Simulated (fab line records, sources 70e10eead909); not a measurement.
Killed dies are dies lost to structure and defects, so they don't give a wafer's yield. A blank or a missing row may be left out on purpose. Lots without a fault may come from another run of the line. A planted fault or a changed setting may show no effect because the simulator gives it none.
A struck lot beside a sound one | flow nand_harc | 18 steps out of a route of 1302
Sound: wafers L729.2, L729.3, L729.4. Struck: wafers L732.2, L732.5, L732.6. The cause comes at the end.
At each step with rows: each side's tool, then ch and its chambers, then its first start. Under that, the readings that differ: sound wafers | struck wafers | difference of the means | sigmas: that difference in standard deviations of wafers without a fault.
alike: readings whose means differ by less than 2 such deviations, and words and numbers that are the same on both sides. not compared: withheld readings, readings that some wafer has no value for, bounds like >300 that may hide the same value, and numbers for which the record gives no deviation and whose values overlap.
The two part at a step that has a row with sigmas, a row that says differs or no value, or rows on one side only. Numbers that don't overlap but have no deviation are shown without sigmas and don't part them. A reading that every wafer of one side lacks parts them only if that side has two wafers or more.

NHARC_P_ZERO_WELL_CD_MEAS_24: target cd 720 nm.
  sound on cd_sem-03 ch 0, day 5 16:39; struck on cd_sem-03 ch 0, day 6 22:41
  alike: cd_nm
then, 1 step without rows for these wafers: NHARC_P_ZERO_WELL_HARDBAKE_25 (time 80 s).
NHARC_P_ZERO_WELL_DESCUM_26: chemistry O2, time 3 s.
  sound on rie_diel-06 ch 1,2,3, day 5 17:17; struck on rie_diel-09 ch 0,1,3, day 6 22:52
  alike: chamber_pressure_mTorr, drypump_motor_current_A, oes_product_au, rf_vpp_V, showerhead_plenum_p_Torr, throttle_valve_pct
  not compared: rf_hours_counter_h
then, 9 steps without rows for these wafers: NHARC_P_ZERO_WELL_IMPLANT_27; NHARC_P_ZERO_WELL_IMPLANT_57; NHARC_P_ZERO_WELL_IMPLANT_58; NHARC_P_ZERO_WELL_STRIP_28 (strips in SPM, time 840 s); NHARC_P_ZERO_WELL_DEHYDRATE_29 (time 120 s); NHARC_P_ZERO_WELL_HMDS_30 (time 30 s); NHARC_P_ZERO_WELL_COAT_31; NHARC_P_ZERO_WELL_SOFTBAKE_32 (time 95 s); NHARC_P_ZERO_WELL_EBR_33.
NHARC_P_ZERO_WELL_EXPOSE_34: exposes mask P PWELL, target cd 720 nm.
  sound on krf_scanner-01 ch 0, day 5 18:32; struck on krf_scanner-04 ch 0, day 7 00:03
  reading | sound                         | struck                        | difference | sigmas
  mask    | P_PWELL#0 P_PWELL#0 P_PWELL#0 | P_NWELL#0 P_NWELL#0 P_NWELL#0 | differs    |
  alike: reticle_temp_C, stage_vel_mm_s
then, 2 steps without rows for these wafers: NHARC_P_ZERO_WELL_PEB_35 (peb time 85 s); NHARC_P_ZERO_WELL_DEVELOP_36 (time 70 s).
NHARC_P_ZERO_WELL_CD_MEAS_37: target cd 720 nm.
  sound on cd_sem-03 ch 0, day 5 18:41; struck on cd_sem-01 ch 0, day 7 00:12
  reading    | sound             | struck | difference                    | sigmas
  cd_nm (nm) | 721.2 718.3 720.7 | - - -  | no value on the struck wafers |
then, 1 step without rows for these wafers: NHARC_P_ZERO_WELL_HARDBAKE_38 (time 80 s).
-- the record jumps here: 22 days lie between the struck wafers' starts before and after (it left off in module P_ZERO_WELL and takes up again in module END, whose first step shown is number 1302 of the route) --
NHARC_END_SORT_01:
  the record has rows for the struck wafers here (prober-02 ch 0, day 29 11:43) and none for the sound ones

WHERE THEY PART
First at NHARC_P_ZERO_WELL_EXPOSE_34; last, within this record, at NHARC_END_SORT_01.

WHY: what the simulator had put in
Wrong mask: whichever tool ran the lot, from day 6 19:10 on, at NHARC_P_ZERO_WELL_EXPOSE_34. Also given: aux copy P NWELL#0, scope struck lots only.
